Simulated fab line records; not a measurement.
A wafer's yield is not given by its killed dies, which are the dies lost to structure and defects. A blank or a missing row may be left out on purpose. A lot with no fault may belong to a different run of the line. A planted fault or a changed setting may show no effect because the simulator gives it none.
Matching of chambers    flow nandHarc    NHARC_P_M1_DEP_33 on pecvd-02 has 3 sister chambers
The step deposits SiCN, target thk 30 nm. 6 wafers are shown with their chamber, then 11 later ones without.

## WAFERS WITH THEIR CHAMBER
wafer   chamber  heaterPowerOuterW (W)  heaterPowerW (W)
L087.2  0        387                    635
L085.5  2        308                    532
L086.3  1        419                    669
L086.5  1        425                    677
L086.6  2        305                    527
L090.1  0        356                    576

## WAFERS WITHOUT THEIR CHAMBER
wafer   heaterPowerOuterW (W)  heaterPowerW (W)
L090.5  446                    713
L090.6  332                    565
L091.2  389                    621
L091.5  380                    626
L091.6  415                    641
L092.1  388                    608
L092.2  439                    684
L092.4  394                    612
L096.2  422                    677
L096.3  385                    622
L096.6  387                    623

## WHICH CHAMBER EACH WENT THROUGH
wafer    from the rows above       in truth
L090.5   1                         1
L090.6   can't be placed: 2 or 0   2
L091.2   can't be placed: 0 or 1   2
L091.5   0                         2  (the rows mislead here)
L091.6   1                         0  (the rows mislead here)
L092.1   0                         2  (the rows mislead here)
L092.2   1                         1
L092.4   can't be placed: 0 or 1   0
L096.2   1                         1
L096.3   0                         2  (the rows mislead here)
L096.6   can't be placed: 0 or 1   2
3 of 11 placed correctly. Unplaceable from these rows: 4, with the true chamber sitting among the candidates in 2. Number placed wrongly: 4.
How it was worked out, from the rows above alone: a wafer's distance from a chamber is the root of the sum, over the readings, of the square of ((its reading less the chamber's mean) divided by the reading's scatter). If the next closest chamber is less than 2 further off than the closest, the wafer can't be placed; otherwise it belongs to the closest. The mean given for a chamber averages the wafers shown for that chamber. How the scatter is found: for the shown wafers, subtract from each reading the mean of its chamber, square and add these, divide the total by (wafers less chambers), then take the root.
